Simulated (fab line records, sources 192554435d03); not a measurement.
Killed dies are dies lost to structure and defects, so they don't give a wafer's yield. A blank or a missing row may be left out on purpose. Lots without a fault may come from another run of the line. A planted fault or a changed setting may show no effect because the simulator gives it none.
Problem report in the 8D (eight disciplines) form, filled by code | flow n5_finfet | the parts of the form that need people (team, actions taken, sign-off) are left out

1. THE PROBLEM
throttle_valve_pct at N5_BEOL_M11_HM_OPEN_17 reads a mean of 22.80 % on 3 wafers of 2 lots; wafers without a fault read 22.06 % with a standard deviation of 0.15. That is +5.0 standard deviations from the usual mean.
The step: chemistry Cl2/BCl3, target TiN, target depth 20 nm, overetch 6 nm.
First seen on wafer L392.3, day 14 06:25, on rie_metal-01. The record holds 24 wafers of 8 lots with a number at this step. Rule for "out", or "out of limits": more than 4 standard deviations from the usual mean. The other wafers with a number count as sound.

2. WHAT IT IS AND WHAT IT IS NOT
question                    | is                                 | is not
which readings at this step | throttle_valve_pct, oes_product_au | drypump_motor_current_A
which lots                  | L392, L394                         | L376, L382, L384, L395, L396, L397
which wafers of those lots  | L392.3, L392.6, L394.3             | L392.4, L394.1, L394.2
read on which tools         | rie_metal-01, rie_metal-03         | rie_metal-02
when                        | from day 14 06:25                  | up to then (10 sound wafers); but 11 sound wafers of L394, L395, L396, L397 came after

3. SUSPECTS, AND WHAT RULES EACH OUT
Counting: a tool at a process step up to the reading stays a suspect if it ran every lot that is out. Sound lots after the first of them don't rule it out here, since some wafers of a struck lot are sound.
- cmp-02 at N5_BEOL_M10_CMP_52 (polishes, stops on SiCOH lowk, t overpolish 7 s, target thk 140 nm): kept. It ran every lot that is out, first L392 (day 14 03:31); its last sound lot up to then is L384 (day 12 09:28).
- rie_diel-02 at N5_BEOL_M11_ETCH_62 (etches SOC in N2/H2, target depth 110 nm, overetch 22 nm, time 165 s): kept. It ran every lot that is out, first L392 (day 14 06:12); its last sound lot up to then is L382 (day 11 14:58).
- rie_diel-02 at N5_BEOL_M11_STRIP_67 (strips in CF4): kept. It ran every lot that is out, first L392 (day 14 06:21); its last sound lot up to then is L382 (day 11 15:06).
Left after counting: cmp-02 at N5_BEOL_M10_CMP_52, rie_diel-02 at N5_BEOL_M11_ETCH_62, rie_diel-02 at N5_BEOL_M11_STRIP_67.

4. THE CAUSE (what the simulator had put in)
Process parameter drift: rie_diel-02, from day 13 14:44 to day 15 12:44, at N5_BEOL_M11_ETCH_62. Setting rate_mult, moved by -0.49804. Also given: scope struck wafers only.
Counting left 3 suspects, and this tool is among them.

5. THE CHAIN OF EFFECTS, in route order
Each row: a reading whose mean over the struck wafers that have a number lies more than 3 standard deviations from the usual. Only readings for which the record gives a usual standard deviation are gone through. hours: the time from each lot's start at the first step in this table that gives one to its start at this step, as a median over the lots. sigmas: the change in usual standard deviations.
hours | step                    | reading              | usual     | on struck wafers | change | sigmas
0     | N5_BEOL_M11_HM_OPEN_17  | oes_product_au       | 0.66 a.u. | 0.27             | -0.39  | -4.4
0     | N5_BEOL_M11_HM_OPEN_17  | throttle_valve_pct   | 22.06 %   | 22.80            | +0.74  | +5.0
41    | N5_PASSIVATION_PROBE_49 | defect_limited_yield | 91.3 %    | 0.0              | -91.3  | -65
41    | N5_PASSIVATION_PROBE_49 | killed_at_M4_up      | 14        | 1092             | +1078  | +99 or more
41    | N5_PASSIVATION_PROBE_49 | killed_dies          | 103       | 1180             | +1077  | +63
41    | N5_PASSIVATION_PROBE_49 | killed_on_rim        | 13        | 152              | +139   | +35
41    | N5_PASSIVATION_PROBE_49 | sort_bin_5_function  | 5.1 %     | 96.0             | +90.9  | +99 or more
41    | N5_PASSIVATION_PROBE_49 | sort_n_pass          | 1077      | 0                | -1077  | -63
41    | N5_PASSIVATION_PROBE_49 | sort_yield_pct       | 91.3 %    | 0.0              | -91.3  | -65
The process steps in it:
- N5_BEOL_M11_HM_OPEN_17: chemistry Cl2/BCl3, target TiN, target depth 20 nm, overetch 6 nm.
- N5_PASSIVATION_PROBE_49
Readings that are blank on the struck wafers while sound wafers have them: cd_nm at N5_BEOL_M11_CD_MEAS_18; trench_depth_nm at N5_BEOL_M11_OCD_MEAS_38.

6. WHAT WOULD HAVE CAUGHT IT SOONER
In this record the first reading out of limits was taken at day 14 06:25, 16 hours after the fault began at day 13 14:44.
Of the tool readings at N5_BEOL_M11_ETCH_62 for which the record gives a usual standard deviation, none was out on any struck wafer, so an alarm limit of 4 standard deviations on them would not have fired.
Of the lots that are out (2), L394 began N5_BEOL_M11_ETCH_62 on rie_diel-02 after day 14 06:25. A hold on the tool at that time would have spared it.
